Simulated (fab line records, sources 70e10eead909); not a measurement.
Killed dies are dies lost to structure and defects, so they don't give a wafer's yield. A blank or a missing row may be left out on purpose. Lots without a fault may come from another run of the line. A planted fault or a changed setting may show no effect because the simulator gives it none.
A struck lot beside a sound one | flow nand_harc | 17 steps out of a route of 1159
Sound: wafers L433.1, L433.3, L433.4. Struck: wafers L444.2, L444.4, L444.6. The cause comes at the end.
At each step with rows: each side's tool, then ch and its chambers, then its first start. Under that, the readings that differ: sound wafers | struck wafers | difference of the means | sigmas: that difference in standard deviations of wafers without a fault.
alike: readings whose means differ by less than 2 such deviations, and words and numbers that are the same on both sides. not compared: withheld readings, readings that some wafer has no value for, bounds like >300 that may hide the same value, and numbers for which the record gives no deviation and whose values overlap.
The two part at a step that has a row with sigmas, a row that says differs or no value, or rows on one side only. Numbers that don't overlap but have no deviation are shown without sigmas and don't part them. A reading that every wafer of one side lacks parts them only if that side has two wafers or more.

first, 5 steps without rows for these wafers: NHARC_P_GATE_STRIP_15 (strips in SPM, time 780 s); NHARC_P_GATE_PRECLEAN_71 (cleans in SC1); NHARC_P_GATE_SRD_72; NHARC_P_GATE_OXIDE_16 (material SiO2, target thk 3 nm, ox time 392 s); NHARC_P_GATE_CVD_17 (deposits poly-Si, target thk 150 nm, time 900 s).
NHARC_P_GATE_HM_DEP_102: deposits aC, target thk 120 nm.
  sound on acl_dep-03 ch 0, day 5 05:22; struck on acl_dep-03 ch 0, day 7 19:11
  alike: throttle_valve_pct
NHARC_P_GATE_DEP_103: deposits SiON, target thk 30 nm.
  sound on pecvd-01 ch 0,1, day 5 06:04; struck on pecvd-04 ch 0,2, day 7 19:59
  alike: heater_power_w
then, 5 steps without rows for these wafers: NHARC_P_GATE_DEHYDRATE_18 (time 120 s); NHARC_P_GATE_HMDS_19 (time 30 s); NHARC_P_GATE_COAT_20 (resist thk 90 nm); NHARC_P_GATE_SOFTBAKE_21 (time 55 s); NHARC_P_GATE_EBR_22.
NHARC_P_GATE_EXPOSE_23: exposes mask P GATE, target cd 120 nm.
  sound on arfi_scanner-03 ch 0, day 5 06:34; struck on arfi_scanner-03 ch 0, day 7 20:21
  reading              | sound             | struck            | difference | sigmas
  exposure_dose_mJ_cm2 | 93.97 93.96 93.85 | 55.49 55.42 55.51 | -38.45     | -99 or more
  alike: mask
then, 2 steps without rows for these wafers: NHARC_P_GATE_PEB_24 (peb time 65 s); NHARC_P_GATE_DEVELOP_25 (develop time 35 s).
NHARC_P_GATE_CD_MEAS_26: target cd 120 nm.
  sound on cd_sem-03 ch 0, day 5 06:43; struck on cd_sem-01 ch 0
  reading    | sound             | struck            | difference | sigmas
  cd_nm (nm) | 119.7 120.6 121.4 | 151.4 152.0 151.8 | +31.2      | +48
  not compared: hold
then, 1 step without rows for these wafers: NHARC_END_SORT_01.

WHERE THEY PART
First at NHARC_P_GATE_EXPOSE_23; last, within this record, at NHARC_P_GATE_CD_MEAS_26.

WHY: what the simulator had put in
Process parameter drift: arfi_scanner-03, from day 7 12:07 on, at NHARC_P_GATE_EXPOSE_23. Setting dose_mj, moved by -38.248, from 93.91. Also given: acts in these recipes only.
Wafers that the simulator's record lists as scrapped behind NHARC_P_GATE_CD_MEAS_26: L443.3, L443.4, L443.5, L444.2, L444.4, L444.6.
